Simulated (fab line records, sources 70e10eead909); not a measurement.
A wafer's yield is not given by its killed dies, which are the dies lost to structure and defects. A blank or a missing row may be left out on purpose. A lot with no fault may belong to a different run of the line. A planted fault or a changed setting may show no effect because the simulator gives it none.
A lot that was struck, set against a sound lot + flow nandHarc + 14 steps out of a route of 1302
Sound: wafers L621.2, L621.4, L621.6. Struck: wafer L632.5. (L632.2 of the same lot was not struck and is left out.) The cause comes at the end.
For every step that has rows: the tool of each side, followed by ch and its chambers, followed by its first start. Under that, the readings that differ: sound wafers + struck wafers + difference of the means + sigmas: that difference in standard deviations of wafers without a fault.
alike: readings whose means differ by less than 2 such deviations, and words and numbers that are the same on both sides. not compared: withheld readings, readings that some wafer has no value for, bounds like >300 that may hide the same value, and numbers for which the record gives no deviation and whose values overlap.
Wherever a step has rows on one side only, a row that says differs or no value, or a row with sigmas, the two part there. When numbers do not overlap yet have no deviation, they are printed without sigmas and do not part them. A reading missing from all wafers of one side parts the sides only when that side holds two or more wafers.

first, 5 steps without rows for these wafers: NHARC_P_GATE_SOFTBAKE_21 (time 55 s); NHARC_P_GATE_EBR_22; NHARC_P_GATE_EXPOSE_23 (exposes mask P GATE, target cd 120 nm); NHARC_P_GATE_PEB_24 (peb time 65 s); NHARC_P_GATE_DEVELOP_25 (develop time 35 s).
NHARC_P_GATE_CD_MEAS_26: the cd target is 120 nm.
  sound on cdSem-01 ch 0, day 7 20:04; struck on cdSem-01 ch 0, day 12 18:38
| reading   | sound             | struck | difference | sigmas |
|-----------|-------------------|--------|------------|--------|
| cdNm (nm) | 119.7 119.4 119.4 | 120.8  | +1.3       | +2     |
NHARC_P_GATE_OVL_MEAS_27:
  struck on overlay-01, day 12 18:44; sound on overlay-01, day 7 20:10
  alike: overlayXNm, overlayYNm
NHARC_P_GATE_INSPECT_28:
  struck on defectInspect-01, day 12 18:46; sound on defectInspect-02, day 7 20:11
  alike: rawDefectCount
NHARC_P_GATE_DESCUM_31: chemistry O2, time 3 s.
  sound on rieDiel-09 ch 0,2,3, day 7 20:15; struck on rieDiel-09 ch 2, day 12 18:50
  alike: chamberPressureMTorr, drypumpMotorCurrentA, oesProductAu, rfVppV, showerheadPlenumPTorr, throttleValvePct
  not compared: rfHoursCounterH
NHARC_P_GATE_ETCH_104: etches the open film in CF4/CHF3, target depth 60 nm.
  sound on rieDiel-09 ch 0,2, day 7 20:20; struck on rieDiel-09 ch 3, day 12 18:55
| reading             | sound             | struck | difference | sigmas |
|---------------------|-------------------|--------|------------|--------|
| oesProductAu (a.u.) | 0.987 0.961 0.985 | 0.928  | -0.050     | -2     |
  alike: biasW, chamberPressureMTorr, drypumpMotorCurrentA, rfVppV, showerheadPlenumPTorr, throttleValvePct
NHARC_P_GATE_HM_OPEN_105: chemistry O2/COS, target depth 360 nm.
  sound: rieDiel-09 ch 1,2; struck: rieDiel-09 ch 3
  alike: biasW, chamberPressureMTorr, drypumpMotorCurrentA, oesProductAu, rfVppV, showerheadPlenumPTorr, throttleValvePct
  not compared: rfHoursCounterH
then, 1 step without rows for these wafers: NHARC_P_GATE_STRIP_106 (strips in O2/COS).
NHARC_P_GATE_ETCH_114: etches the open film in CF4/O2, target depth 30 nm, overetch 3 nm, time 16.5 s.
  sound on rieDiel-09 ch 1,2,3, day 7 20:00; struck on rieDiel-09 ch 3, day 12 19:00
| reading        | sound          | struck | difference | sigmas |
|----------------|----------------|--------|------------|--------|
| runLengthS (s) | 37.5 37.9 37.7 | 35.5   | -2.2       | -6     |
  alike: chamberPressureMTorr, drypumpMotorCurrentA, oes_ar_750_au, oesProductAu, rfVppV, showerheadPlenumPTorr, throttleValvePct
  not compared: biasW, rfHoursCounterH
NHARC_P_GATE_ETCH_32: etches the open film in HBr/Cl2, target depth 150 nm, time 100.1 s.
  sound on rieSi-05 ch 1,2,3, day 7 20:43; struck on rieSi-05 ch 3, day 12 19:20
| reading              | sound                | struck | difference | sigmas |
|----------------------|----------------------|--------|------------|--------|
| throttleValvePct (%) | 26.393 26.397 26.398 | 26.421 | +0.025     | +3     |
  alike: biasW, chamberPressureMTorr, drypumpMotorCurrentA, hbrFlowSccm, oesProductAu
  not compared: rfHoursCounterH

WHERE THEY PART
First at NHARC_P_GATE_CD_MEAS_26; last, within this record, at NHARC_P_GATE_ETCH_32.

WHY: what had been put in by the simulator
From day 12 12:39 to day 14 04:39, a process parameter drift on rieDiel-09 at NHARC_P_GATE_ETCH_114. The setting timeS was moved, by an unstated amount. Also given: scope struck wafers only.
